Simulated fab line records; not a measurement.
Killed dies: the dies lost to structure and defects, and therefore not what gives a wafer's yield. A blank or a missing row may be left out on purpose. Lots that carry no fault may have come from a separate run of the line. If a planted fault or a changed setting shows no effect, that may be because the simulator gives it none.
One fault seen from 2 desks ; flow nand_harc ; what lay behind the numbers comes last; until then each desk has only its own

TOOL OWNER'S DESK, rie_diel-01
The tool's own readings at NHARC_A_CONTACT_ETCH_98 (etches the open film in C4F6/O2, target depth 20 nm, time 10 s): means of the sampled wafers that have a number, for each lot that ran on this tool. Marked OUT: a lot whose mean sits more than 4 standard deviations from the usual mean, which makes it out of limits; the brackets give that distance.
Columns: A = drypump_motor_current_A at NHARC_A_CONTACT_ETCH_98, usual 5.7 A; B = mfc_ar_sccm at NHARC_A_CONTACT_ETCH_98, usual 500.1 sccm; C = oes_product_au at NHARC_A_CONTACT_ETCH_98, usual 0.958 a.u.; D = rf_vpp_V at NHARC_A_CONTACT_ETCH_98, usual 547 V; E = showerhead_plenum_p_Torr at NHARC_A_CONTACT_ETCH_98, usual 3.92 Torr; F = throttle_valve_pct at NHARC_A_CONTACT_ETCH_98, usual 26.902 %
lot;first seen here;A;B;C;D;E;F
L897;day 17 05:24;5.9;501.1;0.933;546;3.89;26.900
L903;day 18 21:23;6.0;499.5;0.947;544;3.81;26.905
L905;day 19 22:22;5.8;499.1;0.932;544;3.79;26.904
L909;day 20 12:20;6.2;501.0;0.945;546;3.86;26.912
This desk's verdict: no lot among the 4 shows anything out of limits.

METROLOGY DESK
What the gauges read, lot by lot, whatever tool the lot ran on: means of the sampled wafers that have a number. Marked OUT: a lot whose mean sits more than 4 standard deviations from the usual mean, which makes it out of limits; the brackets give that distance.
Columns: A = cd_nm at NHARC_A_CONTACT_CD_MEAS_15, usual 89.8 nm; B = cd_nm at NHARC_A_BLC_CD_MEAS_10, usual 100.2 nm; C = overlay_x_nm at NHARC_A_BLC_OVL_MEAS_11, usual 0.0 nm; D = overlay_y_nm at NHARC_A_BLC_OVL_MEAS_11, usual -0.1 nm
lot;first seen here;A;B;C;D
L897;day 17 05:29;89.0;99.6;-0.5;0.0
L903;day 18 21:27;90.0;99.9;-1.6;-0.1
L905;day 19 22:27;89.4;100.9;1.6;-0.6
L909;day 20 12:26;89.7;100.0;0.6;-0.1
L920;day 23 03:50;90.3;100.9;0.5;0.3
This desk's verdict: no lot among the 5 shows anything out of limits.

ALL TOGETHER
The desk of the tool owner found nothing out of limits.
Metrology desk: nothing out of limits seen.

WHAT WAS PUT IN BY THE SIMULATOR
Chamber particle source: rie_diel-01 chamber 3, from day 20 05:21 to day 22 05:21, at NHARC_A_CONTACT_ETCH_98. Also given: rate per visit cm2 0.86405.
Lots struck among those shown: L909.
